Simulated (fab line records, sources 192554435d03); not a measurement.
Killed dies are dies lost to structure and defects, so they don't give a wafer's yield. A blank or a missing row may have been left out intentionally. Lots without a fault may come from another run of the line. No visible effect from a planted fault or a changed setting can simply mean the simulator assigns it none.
fab line records	flow n5_finfet
record lots=24	wafers=72	last_day=17
route steps=1938 shown BEOL_M13@1670 BEOL_M14@1717
lots with no fault: from the same line, run without faults
start_h: hours from the record's opening day to when the first of the lot's shown wafers began	wait_h: how many hours have passed since the lot's step before this one	" as in the row above	L1.1+2: a row that stands for several wafers	- no value present, or no start provided	* or withheld: withheld	< > ~ a bound
route shown NAME@n: NAME is a module with steps in the file, n the number in the route of the first one	usual: mean and standard deviation over wafers with no fault	same: alike in all rows	chamber/n: place in a boat	sites: readings site by site	_std_site: standard deviation of those values	_edge_site: the outer-site mean with the inner-site mean subtracted	radius_mm: how far each site lies from the wafer's centre	mask NAME#n: copy n	behind: tool/chamber where the wafer was last shaped	hold: why the lot went on hold/how many hours it stayed there/how the hold came to an end	device: transistor that didn't switch, given as n, p or np	end of line: the tests these same wafers got at the end of their route	a step without rows: its recipe alone	killed: count of dies lost to structure and defects at first sort (not the wafer's yield)	map: per-die view of a wafer (x killed, . not killed, _ where there is no die)
set.NAME: the run value of the setting; set.NAME@STEP: its run value at that earlier step	model.NAME: the simulator's own value behind a step, which no gauge read
one table for each step of the route and one row for each wafer, over a sample of lots
services: when a tool's chamber went out of use (start_h, in hours from the record's first day, below 0 if earlier), for how many hours, and the reason
## steps
# step N5_BEOL_M13_OVL_MEAS_11
# recipe points_per_wafer=44
# usual V12_OVL=3/5.8
lot.wafer	tool	chamber	start_h	wait_h	V12_OVL[nm]
L074.2	overlay-01	0	244.70	0.0	11
L074.3	"	0	"	"	5
L074.6	"	0	"	"	4
L075.1	overlay-01	0	251.67	0.0	4
L075.4	"	0	"	"	4
L075.6	"	0	"	"	6
L078.2	overlay-01	0	259.86	0.0	-3
L078.3	"	0	"	"	-5
L078.6	"	0	"	"	3
L076.1	overlay-02	0	260.21	0.0	-7
L076.3	"	0	"	"	-7
L076.5	"	0	"	"	-1
L077.2	overlay-02	0	260.64	0.0	10
L077.3	"	0	"	"	10
L077.4	"	0	"	"	5
L079.1	overlay-01	0	275.75	0.0	-4
L079.4	"	0	"	"	4
L079.6	"	0	"	"	7
L082.1	overlay-01	0	285.03	0.0	2
L082.2	"	0	"	"	-2
L082.5	"	0	"	"	3
L080.1	overlay-01	0	287.62	0.0	-7
L080.4	"	0	"	"	-8
L080.5	"	0	"	"	-4
L081.1	overlay-01	0	293.18	0.0	4
L081.4	"	0	"	"	4
L081.5	"	0	"	"	0
L083.3	overlay-02	0	293.43	0.0	6
L083.4	"	0	"	"	11
L083.6	"	0	"	"	3
L084.2	overlay-02	0	293.82	0.0	3
L084.3	"	0	"	"	1
L084.5	"	0	"	"	3
L085.3	overlay-02	0	313.04	0.0	3
L085.4	"	0	"	"	-3
L085.5	"	0	"	"	0
L086.3	overlay-02	0	322.93	0.0	-1
L086.5	"	0	"	"	1
L086.6	"	0	"	"	4
L089.3	overlay-02	0	326.21	0.0	-2
L089.5	"	0	"	"	4
L089.6	"	0	"	"	-5
L088.1	overlay-01	0	334.85	0.0	12
L088.2	"	0	"	"	10
L088.4	"	0	"	"	6
L087.2	overlay-01	0	347.42	0.0	-3
L087.3	"	0	"	"	-4
L087.5	"	0	"	"	4
L090.1	overlay-01	0	347.56	0.0	-7
L090.5	"	0	"	"	-9
L090.6	"	0	"	"	-1
L092.1	overlay-02	0	356.24	0.0	-1
L092.2	"	0	"	"	0
L092.4	"	0	"	"	-6
L093.1	overlay-01	0	362.46	0.0	7
L093.3	"	0	"	"	1
L093.5	"	0	"	"	9
L094.1	overlay-02	0	370.00	0.0	10
L094.3	"	0	"	"	11
L094.4	"	0	"	"	14
L091.1	overlay-02	0	370.69	0.0	12
L091.2	"	0	"	"	14
L091.4	"	0	"	"	7
L095.3	overlay-02	0	372.53	0.0	9
L095.4	"	0	"	"	1
L095.6	"	0	"	"	4
L096.2	overlay-02	0	379.43	0.0	-8
L096.4	"	0	"	"	-4
L096.6	"	0	"	"	0
L097.3	overlay-01	0	384.33	0.0	11
L097.5	"	0	"	"	3
L097.6	"	0	"	"	8
# step N5_BEOL_M13_STRIP_64
# recipe chemistry=N2/H2	power_w=1000	temp_c=250	h2_frac=0.65	overash_fraction=0.3	pressure_mtorr=withheld	n2_flow_sccm=1750	h2_flow_sccm=3250
# usual drypump_motor_current_A=5.5/0.56	heater_power_w=323/20	oes_product_au=0.714/0.0045	strip_time_to_endpoint_s=31.35/0.067
lot.wafer	tool	chamber	start_h	wait_h	drypump_motor_current_A	heater_power_w	oes_product_au	rf_hours_counter_h	strip_time_to_endpoint_s
L074.2	plasma_asher-01	1	245.14	0.0	6.4	319	0.714	73	31.35
L074.3	"	1	"	"	6.4	315	0.709	-	31.35
L074.6	"	0	"	"	5.4	354	0.721	-	31.38
L075.1	plasma_asher-01	1	252.20	0.0	6.4	318	0.717	75	31.40
L075.4	"	1	"	"	6.4	314	0.718	-	31.38
L075.6	"	0	"	"	5.4	360	0.715	-	31.44
L078.2	plasma_asher-01	0	260.30	0.0	5.3	350	0.722	76	31.30
L078.3	"	0	"	"	5.3	360	0.721	-	31.34
L078.6	"	1	"	"	6.4	314	0.717	-	31.29
L076.1	plasma_asher-02	0	260.65	0.0	4.9	307	0.712	118	31.30
L076.3	"	1	"	"	5.3	315	0.706	-	31.28
L076.5	"	1	"	"	5.3	311	0.719	-	31.28
L077.2	plasma_asher-02	1	261.08	0.0	5.3	308	0.713	118	31.33
L077.3	"	1	"	"	5.3	321	0.711	-	31.41
L077.4	"	0	"	"	4.9	316	0.721	-	31.37
L079.1	plasma_asher-01	1	276.20	0.0	6.4	309	0.712	79	31.23
L079.4	"	1	"	"	6.4	313	0.716	-	31.26
L079.6	"	1	"	"	6.4	314	0.711	-	31.15
L082.1	plasma_asher-02	0	285.47	0.0	4.9	307	0.714	124	31.37
L082.2	"	1	"	"	5.2	305	0.712	124	31.41
L082.5	"	0	"	"	4.9	306	0.715	-	31.39
L080.1	plasma_asher-02	0	288.06	0.0	4.9	303	0.707	124	31.36
L080.4	"	1	"	"	5.3	314	0.720	-	31.32
L080.5	"	0	"	"	4.9	307	0.705	-	31.45
L081.1	plasma_asher-02	0	293.62	0.0	4.9	302	0.716	125	31.25
L081.4	"	0	"	"	4.9	313	0.719	-	31.29
L081.5	"	0	"	"	4.9	303	0.718	-	31.22
L083.3	plasma_asher-01	0	293.89	0.0	5.4	352	0.713	-	31.43
L083.4	"	1	"	"	6.4	322	0.716	-	31.39
L083.6	"	1	"	"	6.4	317	0.719	-	31.43
L084.2	plasma_asher-02	0	294.50	0.0	4.9	304	0.714	125	31.27
L084.3	"	0	"	"	4.9	303	0.715	-	31.31
L084.5	"	0	"	"	4.9	306	0.709	-	31.44
L085.3	plasma_asher-01	0	313.51	0.0	5.4	352	0.714	-	31.39
L085.4	"	1	"	"	6.4	320	0.708	-	31.40
L085.5	"	0	"	"	5.4	349	0.713	-	31.35
L086.3	plasma_asher-02	0	323.39	0.0	4.9	303	0.717	-	31.31
L086.5	"	0	"	"	4.9	304	0.717	-	31.33
L086.6	"	1	"	"	5.3	310	0.719	-	31.28
L089.3	plasma_asher-01	0	326.67	0.0	5.4	358	0.712	-	31.39
L089.5	"	0	"	"	5.3	355	0.703	-	31.33
L089.6	"	1	"	"	6.4	315	0.713	-	31.35
L088.1	plasma_asher-01	1	335.89	0.0	6.4	308	0.710	91	31.30
L088.2	"	0	"	"	5.4	358	0.714	91	31.31
L088.4	"	1	"	"	6.4	312	0.711	-	31.31
L087.2	plasma_asher-02	0	347.92	0.0	4.9	300	0.723	138	31.49
L087.3	"	1	"	"	5.3	304	0.722	-	31.41
L087.5	"	1	"	"	5.3	311	0.705	-	31.37
L090.1	plasma_asher-02	0	348.51	0.0	4.9	302	0.712	138	31.32
L090.5	"	0	"	"	4.9	312	0.716	-	31.33
L090.6	"	1	"	"	5.3	307	0.714	-	31.40
L092.1	plasma_asher-01	1	356.68	0.0	6.4	314	0.708	93	31.30
L092.2	"	0	"	"	5.3	366	0.713	93	31.30
L092.4	"	0	"	"	5.4	352	0.711	-	31.38
L093.1	plasma_asher-01	1	363.00	0.0	6.4	316	0.720	94	31.30
L093.3	"	1	"	"	6.4	308	0.712	-	31.29
L093.5	"	0	"	"	5.4	351	0.716	-	31.30
L094.1	plasma_asher-01	0	370.44	0.0	5.4	355	0.710	95	31.34
L094.3	"	1	"	"	6.4	312	0.715	-	31.33
L094.4	"	0	"	"	5.4	348	0.714	-	31.31
L091.1	plasma_asher-02	1	371.68	0.0	5.3	315	0.715	143	31.40
L091.2	"	0	"	"	4.9	298	0.710	143	31.32
L091.4	"	0	"	"	4.8	310	0.716	-	31.40
L095.3	plasma_asher-01	0	373.11	0.0	5.3	359	0.711	-	31.43
L095.4	"	1	"	"	6.4	319	0.712	-	31.46
L095.6	"	1	"	"	6.4	323	0.719	-	31.49
L096.2	plasma_asher-01	0	379.87	0.0	5.4	352	0.717	98	31.34
L096.4	"	0	"	"	5.4	358	0.715	-	31.32
L096.6	"	1	"	"	6.4	315	0.708	-	31.39
L097.3	plasma_asher-02	1	384.79	0.0	5.3	312	0.711	-	31.42
L097.5	"	1	"	"	5.3	311	0.716	-	31.44
L097.6	"	0	"	"	4.9	302	0.709	-	31.47
# step N5_BEOL_M13_ETCH_67
# recipe chemistry=CF4	target=SiARC	target_depth_a=1430	time_s=238.3	ion_energy_ev=80	pressure_mtorr=40	source_w=545	bias_w=36	Ar_flow_sccm=100	cf4_flow_sccm=100	ends=cleared
# usual drypump_motor_current_A=5.7/0.5	etch_rf_on_time_s=241/5	oes_product_au=0.64/0.067	rf_vpp_V=184.1/1.2	showerhead_plenum_p_Torr=2.13/0.064	throttle_valve_pct=15.78/0.25
lot.wafer	tool	chamber	start_h	wait_h	drypump_motor_current_A	etch_rf_on_time_s	oes_product_au	rf_hours_counter_h	rf_vpp_V	showerhead_plenum_p_Torr	throttle_valve_pct
L074.2	rie_diel-01	1	245.76	0.0	6.4	244	0.59	232	182.9	2.03	15.86
L074.3	"	0	"	"	5.3	240	0.69	104	184.0	2.17	15.62
L074.6	"	0	"	"	5.3	239	0.69	-	183.2	2.17	15.60
L075.1	rie_diel-06	3	252.92	0.0	5.7	241	0.61	215	183.3	2.04	15.82
L075.4	"	0	"	"	6.1	238	0.67	130	184.7	2.22	15.35
L075.6	"	2	"	"	6.3	243	0.59	-	186.0	2.21	16.01
L078.2	rie_diel-05	1	260.90	0.0	5.2	247	0.58	208	185.0	2.13	16.12
L078.3	"	2	"	"	6.4	238	0.63	167	184.5	2.15	15.99
L078.6	"	2	"	"	6.3	238	0.63	-	184.7	2.15	16.00
L076.1	rie_diel-06	3	261.25	0.0	5.7	239	0.60	217	181.2	2.04	15.84
L076.3	"	0	"	"	6.1	236	0.67	132	186.2	2.22	15.38
L076.5	"	2	"	"	6.3	242	0.59	-	185.0	2.21	16.00
L077.2	rie_diel-05	0	261.89	0.0	5.9	228	0.67	140	183.5	2.06	15.60
L077.3	"	1	"	"	5.2	248	0.59	208	183.5	2.13	16.13
L077.4	"	2	"	"	6.3	238	0.63	168	185.4	2.15	15.97
L079.1	rie_diel-06	2	276.81	0.0	6.3	246	0.58	249	185.1	2.20	16.01
L079.4	"	1	"	"	5.4	245	0.59	195	184.5	2.13	16.03
L079.6	"	2	"	"	6.3	242	0.59	-	183.3	2.20	16.00
L082.1	rie_diel-01	0	286.19	0.0	5.3	239	0.67	116	185.6	2.16	15.64
L082.2	"	3	"	"	5.8	244	0.61	208	185.2	2.12	15.85
L082.5	"	2	"	"	5.9	236	0.69	-	182.7	2.07	15.60
L080.1	rie_diel-05	3	288.68	0.0	4.7	242	0.61	206	183.1	2.12	15.69
L080.4	"	0	"	"	5.8	229	0.66	148	182.8	2.06	15.62
L080.5	"	0	"	"	5.8	230	0.66	-	184.4	2.06	15.59
L081.1	rie_diel-01	3	294.26	0.0	5.7	246	0.60	210	184.0	2.12	15.85
L081.4	"	1	"	"	6.4	244	0.59	243	182.7	2.03	15.87
L081.5	"	1	"	"	6.4	246	0.58	-	182.6	2.03	15.88
L083.3	rie_diel-01	2	294.80	0.0	5.9	238	0.69	97	182.9	2.07	15.59
L083.4	"	3	"	"	5.7	246	0.60	210	185.1	2.12	15.83
L083.6	"	0	"	"	5.3	243	0.67	-	184.5	2.16	15.66
L084.2	rie_diel-06	0	295.20	0.0	6.1	239	0.66	144	185.3	2.22	15.38
L084.3	"	1	"	"	5.3	243	0.59	202	183.8	2.13	16.05
L084.5	"	0	"	"	6.2	239	0.65	-	183.9	2.22	15.38
L085.3	rie_diel-05	1	314.09	0.0	5.2	246	0.57	225	184.3	2.13	16.16
L085.4	"	3	"	"	4.7	237	0.61	213	184.2	2.11	15.71
L085.5	"	1	"	"	5.2	244	0.57	-	184.4	2.13	16.17
L086.3	rie_diel-06	0	323.97	0.0	6.2	238	0.65	153	185.6	2.21	15.39
L086.5	"	2	"	"	6.3	244	0.81	-	185.9	2.20	15.52
L086.6	"	3	"	"	5.6	240	0.58	-	183.3	2.03	15.87
L089.3	rie_diel-05	3	327.26	0.0	4.6	239	0.60	217	183.6	2.11	15.71
L089.5	"	2	"	"	6.3	240	0.61	-	184.2	2.14	16.04
L089.6	"	1	"	"	5.2	245	0.57	-	182.7	2.13	16.18
L088.1	rie_diel-05	3	336.82	0.0	4.7	243	0.60	220	184.2	2.11	15.72
L088.2	"	0	"	"	5.8	229	0.65	164	183.2	2.05	15.64
L088.4	"	2	"	"	6.3	243	0.61	192	184.0	2.14	16.03
L087.2	rie_diel-01	2	348.52	0.0	5.9	234	0.68	115	182.5	2.06	15.64
L087.3	"	1	"	"	6.4	237	0.84	2	186.9	2.28	15.39
L087.5	"	1	"	"	6.4	239	0.84	-	186.6	2.28	15.40
L090.1	rie_diel-06	2	349.41	0.0	6.3	247	0.79	15	185.3	2.20	15.53
L090.5	"	0	"	"	6.1	243	0.64	-	185.8	2.21	15.43
L090.6	"	3	"	"	5.7	241	0.59	-	182.5	2.03	15.88
L092.1	rie_diel-06	0	357.30	0.0	6.1	243	0.63	166	184.8	2.21	15.43
L092.2	"	2	"	"	6.2	247	0.78	17	184.6	2.20	15.52
L092.4	"	0	"	"	6.1	240	0.64	-	185.3	2.21	15.44
L093.1	rie_diel-05	2	363.60	0.0	6.3	245	0.60	201	184.1	2.14	16.06
L093.3	"	1	"	"	5.2	252	0.56	243	183.0	2.12	16.19
L093.5	"	3	"	"	4.7	244	0.59	-	183.0	2.11	15.74
L094.1	rie_diel-06	0	371.59	0.0	6.1	241	0.63	170	185.1	2.21	15.43
L094.3	"	2	"	"	6.2	245	0.77	22	185.0	2.20	15.55
L094.4	"	1	"	"	5.3	246	0.57	-	184.9	2.12	16.09
L091.1	rie_diel-06	0	372.40	0.0	6.1	244	0.64	171	184.4	2.21	15.43
L091.2	"	2	"	"	6.2	248	0.76	23	184.4	2.20	15.56
L091.4	"	2	"	"	6.3	246	0.77	-	187.1	2.20	15.55
L095.3	rie_diel-01	0	373.81	0.0	5.3	241	0.65	142	184.1	2.15	15.69
L095.4	"	2	"	"	5.9	239	0.66	123	184.0	2.06	15.64
L095.6	"	2	"	"	5.9	240	0.66	-	183.1	2.06	15.66
L096.2	rie_diel-06	3	380.59	0.0	5.7	233	0.88	1	186.6	2.28	15.39
L096.4	"	2	"	"	6.3	243	0.76	26	183.8	2.19	15.57
L096.6	"	1	"	"	5.3	245	0.58	-	182.7	2.12	16.07
L097.3	rie_diel-05	0	385.60	0.0	5.9	229	0.64	178	183.9	2.05	15.67
L097.5	"	1	"	"	5.2	248	0.56	-	183.3	2.12	16.21
L097.6	"	0	"	"	5.8	228	0.64	-	183.2	2.05	15.67
# step N5_BEOL_M13_ETCH_68
# recipe chemistry=N2/H2	target=SOC	mask_material=SiARC	source_w=3000	bias_w=350	temp_c=40	time_s=355	ion_energy_ev=200	pressure_mtorr=30	n2_flow_sccm=200	h2_flow_sccm=200
# usual drypump_motor_current_A=5.8/0.5	oes_product_au=0.75/0.079	rf_vpp_V=523.6/2.4	showerhead_plenum_p_Torr=2.53/0.08	throttle_valve_pct=17.94/0.24
lot.wafer	tool	chamber	start_h	wait_h	drypump_motor_current_A	oes_product_au	rf_hours_counter_h	rf_vpp_V	showerhead_plenum_p_Torr	throttle_valve_pct
L074.2	rie_diel-01	1	245.91	0.1	6.4	0.70	232	520.2	2.41	18.09
L074.3	"	0	"	"	5.3	0.81	104	524.9	2.56	17.79
L074.6	"	0	"	"	5.3	0.79	-	524.3	2.56	17.79
L075.1	rie_diel-06	3	253.07	0.1	5.7	0.71	215	522.2	2.41	17.86
L075.4	"	0	"	"	6.1	0.79	130	526.3	2.65	17.50
L075.6	"	2	"	"	6.3	0.69	-	525.4	2.61	18.17
L078.2	rie_diel-05	1	261.05	0.1	5.2	0.69	208	520.5	2.53	18.27
L078.3	"	2	"	"	6.3	0.74	167	523.8	2.54	18.12
L078.6	"	2	"	"	6.3	0.74	-	524.1	2.54	18.12
L076.1	rie_diel-06	3	261.39	0.1	5.7	0.70	218	519.2	2.41	17.87
L076.3	"	0	"	"	6.1	0.78	132	525.5	2.65	17.49
L076.5	"	2	"	"	6.3	0.69	-	524.9	2.61	18.18
L077.2	rie_diel-05	0	262.03	0.1	5.9	0.76	140	521.8	2.44	17.85
L077.3	"	1	"	"	5.2	0.68	209	523.9	2.53	18.29
L077.4	"	2	"	"	6.4	0.74	168	522.8	2.54	18.14
L079.1	rie_diel-06	2	276.95	0.1	6.3	0.69	250	525.5	2.61	18.20
L079.4	"	1	"	"	5.3	0.70	195	523.0	2.53	18.21
L079.6	"	2	"	"	6.3	0.69	-	526.2	2.61	18.17
L082.1	rie_diel-01	0	286.33	0.1	5.3	0.79	116	524.4	2.55	17.81
L082.2	"	3	"	"	5.7	0.72	208	522.7	2.50	17.84
L082.5	"	2	"	"	5.9	0.81	-	522.8	2.46	17.86
L080.1	rie_diel-05	3	288.82	0.1	4.7	0.72	206	523.6	2.50	17.82
L080.4	"	0	"	"	5.9	0.75	148	520.5	2.44	17.88
L080.5	"	0	"	"	5.9	0.76	-	521.6	2.44	17.87
L081.1	rie_diel-01	3	294.40	0.1	5.7	0.71	210	523.8	2.50	17.86
L081.4	"	1	"	"	6.4	0.69	243	520.1	2.40	18.10
L081.5	"	1	"	"	6.4	0.69	-	519.6	2.40	18.11
L083.3	rie_diel-01	2	294.95	0.1	5.9	0.81	98	522.6	2.46	17.87
L083.4	"	3	"	"	5.8	0.71	210	523.4	2.50	17.87
L083.6	"	0	"	"	5.3	0.79	-	525.9	2.55	17.81
L084.2	rie_diel-06	0	295.35	0.1	6.1	0.77	144	528.5	2.65	17.51
L084.3	"	1	"	"	5.4	0.68	202	524.2	2.53	18.22
L084.5	"	0	"	"	6.1	0.77	-	526.6	2.65	17.51
L085.3	rie_diel-05	1	314.24	0.1	5.2	0.68	226	522.7	2.53	18.31
L085.4	"	3	"	"	4.7	0.72	213	524.3	2.50	17.81
L085.5	"	1	"	"	5.2	0.67	-	523.8	2.53	18.30
L086.3	rie_diel-06	0	324.11	0.1	6.1	0.76	154	526.0	2.64	17.52
L086.5	"	2	"	"	6.3	0.96	-	525.9	2.61	17.75
L086.6	"	3	"	"	5.7	0.68	-	519.8	2.40	17.90
L089.3	rie_diel-05	3	327.40	0.1	4.7	0.72	217	523.4	2.50	17.83
L089.5	"	2	"	"	6.3	0.72	-	522.6	2.53	18.16
L089.6	"	1	"	"	5.2	0.68	-	523.0	2.52	18.31
L088.1	rie_diel-05	3	336.97	0.1	4.7	0.71	220	523.0	2.50	17.85
L088.2	"	0	"	"	5.8	0.75	164	522.3	2.43	17.90
L088.4	"	2	"	"	6.3	0.72	192	523.2	2.53	18.17
L087.2	rie_diel-01	2	348.67	0.1	5.8	0.80	115	522.4	2.45	17.91
L087.3	"	1	"	"	6.4	0.98	2	528.4	2.72	17.64
L087.5	"	1	"	"	6.4	0.98	-	528.8	2.72	17.66
L090.1	rie_diel-06	2	349.56	0.1	6.3	0.92	15	525.3	2.60	17.77
L090.5	"	0	"	"	6.2	0.75	-	527.1	2.64	17.54
L090.6	"	3	"	"	5.7	0.68	-	520.6	2.39	17.93
L092.1	rie_diel-06	0	357.45	0.1	6.2	0.75	166	526.7	2.64	17.54
L092.2	"	2	"	"	6.3	0.92	18	525.7	2.60	17.78
L092.4	"	0	"	"	6.1	0.75	-	527.0	2.64	17.53
L093.1	rie_diel-05	2	363.74	0.1	6.3	0.69	201	524.6	2.53	18.19
L093.3	"	1	"	"	5.2	0.67	243	523.8	2.52	18.32
L093.5	"	3	"	"	4.7	0.70	-	523.0	2.49	17.85
L094.1	rie_diel-06	0	371.74	0.1	6.1	0.74	171	527.1	2.64	17.55
L094.3	"	2	"	"	6.2	0.90	22	525.7	2.60	17.79
L094.4	"	1	"	"	5.3	0.68	-	521.2	2.52	18.26
L091.1	rie_diel-06	0	372.55	0.1	6.1	0.74	171	527.4	2.64	17.54
L091.2	"	2	"	"	6.3	0.90	23	524.6	2.60	17.78
L091.4	"	2	"	"	6.3	0.91	-	527.1	2.60	17.79
L095.3	rie_diel-01	0	373.96	0.1	5.3	0.77	142	525.1	2.54	17.85
L095.4	"	2	"	"	5.9	0.78	124	521.2	2.45	17.93
L095.6	"	2	"	"	5.9	0.78	-	518.8	2.45	17.92
L096.2	rie_diel-06	3	380.74	0.1	5.7	1.02	1	529.5	2.71	17.47
L096.4	"	2	"	"	6.2	0.90	26	526.7	2.60	17.79
L096.6	"	1	"	"	5.4	0.67	-	524.1	2.52	18.25
L097.3	rie_diel-05	0	385.74	0.1	5.9	0.74	178	521.7	2.43	17.93
L097.5	"	1	"	"	5.2	0.66	-	520.8	2.52	18.32
L097.6	"	0	"	"	5.8	0.73	-	519.2	2.43	17.91
# step N5_BEOL_M13_PRE_CLEAN_42
# recipe gas=H2/He	time_s=30	temp_c=250
# usual heater_power_w=340/42
lot.wafer	tool	chamber	start_h	wait_h	heater_power_w
L074.2	pvd_sputter-01	-	246.75	0.0	324
L074.3	"	-	"	"	354
L074.6	"	-	"	"	299
L075.1	pvd_sputter-02	-	255.49	0.0	375
L075.4	"	-	"	"	414
L075.6	"	-	"	"	382
L078.2	pvd_sputter-02	-	263.50	0.0	333
L078.3	"	-	"	"	264
L078.6	"	-	"	"	276
L076.1	pvd_sputter-01	-	263.53	0.0	289
L076.3	"	-	"	"	358
L076.5	"	-	"	"	369
L077.2	pvd_sputter-01	-	266.61	0.0	370
L077.3	"	-	"	"	313
L077.4	"	-	"	"	295
L079.1	pvd_sputter-01	-	278.13	0.0	369
L079.4	"	-	"	"	346
L079.6	"	-	"	"	359
L082.1	pvd_sputter-02	-	287.22	0.0	335
L082.2	"	-	"	"	374
L082.5	"	-	"	"	378
L080.1	pvd_sputter-02	-	291.30	0.0	371
L080.4	"	-	"	"	268
L080.5	"	-	"	"	406
L081.1	pvd_sputter-02	-	295.89	0.0	336
L081.4	"	-	"	"	269
L081.5	"	-	"	"	264
L083.3	pvd_sputter-02	-	296.29	0.0	335
L083.4	"	-	"	"	374
L083.6	"	-	"	"	409
L084.2	pvd_sputter-02	-	296.79	0.0	334
L084.3	"	-	"	"	279
L084.5	"	-	"	"	411
L085.3	pvd_sputter-02	-	315.54	0.0	395
L085.4	"	-	"	"	340
L085.5	"	-	"	"	404
L086.3	pvd_sputter-02	-	327.81	0.0	337
L086.5	"	-	"	"	329
L086.6	"	-	"	"	374
L089.3	pvd_sputter-01	-	328.22	0.0	312
L089.5	"	-	"	"	372
L089.6	"	-	"	"	296
L088.1	pvd_sputter-02	-	338.77	0.0	328
L088.2	"	-	"	"	407
L088.4	"	-	"	"	379
L087.2	pvd_sputter-02	-	350.18	0.0	369
L087.3	"	-	"	"	330
L087.5	"	-	"	"	325
L090.1	pvd_sputter-02	-	350.58	0.0	334
L090.5	"	-	"	"	271
L090.6	"	-	"	"	337
L092.1	pvd_sputter-03	-	359.91	0.0	338
L092.2	"	-	"	"	320
L092.4	"	-	"	"	342
L093.1	pvd_sputter-03	-	367.64	0.0	334
L093.3	"	-	"	"	329
L093.5	"	-	"	"	332
L094.1	pvd_sputter-03	-	372.95	0.0	343
L094.3	"	-	"	"	332
L094.4	"	-	"	"	331
L091.1	pvd_sputter-03	-	373.77	0.0	343
L091.2	"	-	"	"	301
L091.4	"	-	"	"	338
L095.3	pvd_sputter-01	-	374.77	0.0	356
L095.4	"	-	"	"	289
L095.6	"	-	"	"	299
L096.2	pvd_sputter-03	-	382.92	0.0	325
L096.4	"	-	"	"	331
L096.6	"	-	"	"	308
L097.3	pvd_sputter-01	-	389.15	0.0	293
L097.5	"	-	"	"	309
L097.6	"	-	"	"	370
# step N5_BEOL_M14_THK_MEAS_01
# recipe reads=SiO2_of_BEOL_M14_ILD_DEP_00
# usual M14_ILD_THK=1119/16
lot.wafer	tool	chamber	start_h	wait_h	M14_ILD_THK[nm]
L074.2	film_metro-02	-	248.20	0.1	1106
L074.3	"	-	"	"	1110
L074.6	"	-	"	"	1131
L075.1	film_metro-01	-	256.94	0.1	1097
L075.4	"	-	"	"	1129
L075.6	"	-	"	"	1111
L078.2	film_metro-02	-	265.12	0.1	1113
L078.3	"	-	"	"	1090
L078.6	"	-	"	"	1123
L076.1	film_metro-02	-	265.26	0.1	1106
L076.3	"	-	"	"	1114
L076.5	"	-	"	"	1110
L077.2	film_metro-02	-	268.06	0.1	1126
L077.3	"	-	"	"	1137
L077.4	"	-	"	"	1121
L079.1	film_metro-01	-	280.44	0.1	1108
L079.4	"	-	"	"	1144
L079.6	"	-	"	"	1122
L082.1	film_metro-02	-	288.68	0.1	1082
L082.2	"	-	"	"	1099
L082.5	"	-	"	"	1110
L080.1	film_metro-01	-	292.75	0.1	1094
L080.4	"	-	"	"	1153
L080.5	"	-	"	"	1133
L081.1	film_metro-01	-	298.15	0.1	1112
L081.4	"	-	"	"	1121
L081.5	"	-	"	"	1128
L083.3	film_metro-02	-	298.47	0.1	1108
L083.4	"	-	"	"	1139
L083.6	"	-	"	"	1125
L084.2	film_metro-02	-	299.86	0.1	1108
L084.3	"	-	"	"	1096
L084.5	"	-	"	"	1108
L085.3	film_metro-02	-	317.02	0.1	1123
L085.4	"	-	"	"	1133
L085.5	"	-	"	"	1124
L086.3	film_metro-01	-	329.44	0.3	1116
L086.5	"	-	"	"	1126
L086.6	"	-	"	"	1140
L089.3	film_metro-01	-	329.82	0.1	1094
L089.5	"	-	"	"	1144
L089.6	"	-	"	"	1123
L088.1	film_metro-02	-	340.67	0.1	1110
L088.2	"	-	"	"	1112
L088.4	"	-	"	"	1106
L087.2	film_metro-01	-	351.64	0.1	1128
L087.3	"	-	"	"	1128
L087.5	"	-	"	"	1125
L090.1	film_metro-02	-	352.04	0.1	1111
L090.5	"	-	"	"	1118
L090.6	"	-	"	"	1151
L092.1	film_metro-02	-	361.41	0.1	1135
L092.2	"	-	"	"	1098
L092.4	"	-	"	"	1141
L093.1	film_metro-01	-	369.13	0.1	1098
L093.3	"	-	"	"	1127
L093.5	"	-	"	"	1131
L094.1	film_metro-02	-	374.41	0.1	1102
L094.3	"	-	"	"	1092
L094.4	"	-	"	"	1128
L091.1	film_metro-01	-	375.22	0.1	1092
L091.2	"	-	"	"	1102
L091.4	"	-	"	"	1118
L095.3	film_metro-02	-	376.22	0.1	1116
L095.4	"	-	"	"	1143
L095.6	"	-	"	"	1133
L096.2	film_metro-02	-	384.45	0.2	1126
L096.4	"	-	"	"	1148
L096.6	"	-	"	"	1128
L097.3	film_metro-01	-	390.64	0.1	1095
L097.5	"	-	"	"	1118
L097.6	"	-	"	"	1112
## services
tool	chamber	start_h	hours	kind
rie_diel-06	1	239.83	1.3	repair
rie_diel-05	0	244.70	16.5	repair
pvd_sputter-01	-	254.97	2.7	repair
rie_diel-06	2	280.12	-	clean
rie_diel-06	2	280.12	-	consumable_replace:focus_ring
rie_diel-06	2	280.12	27.4	scheduled_down
rie_diel-06	2	280.12	27.4	vent_cycle
rie_diel-05	3	289.73	3.8	repair
rie_diel-01	0	319.60	5.4	repair
rie_diel-06	1	325.20	24.4	repair
rie_diel-01	1	325.64	-	clean
rie_diel-01	1	325.64	-	consumable_replace:focus_ring
rie_diel-05	0	330.30	1.4	repair
rie_diel-06	-	339.26	2.8	pm
plasma_asher-01	-	340.01	8.9	repair
rie_diel-06	3	352.13	-	clean
rie_diel-06	3	352.13	-	consumable_replace:focus_ring
rie_diel-06	3	352.13	-	consumable_replace:showerhead
pvd_sputter-02	-	357.37	4.9	repair
rie_diel-01	1	361.78	7.6	repair
rie_diel-05	1	387.16	-	clean
rie_diel-05	1	387.16	-	consumable_replace:focus_ring
rie_diel-05	1	387.16	20.8	scheduled_down
rie_diel-05	1	387.16	20.8	vent_cycle
## key
fault none
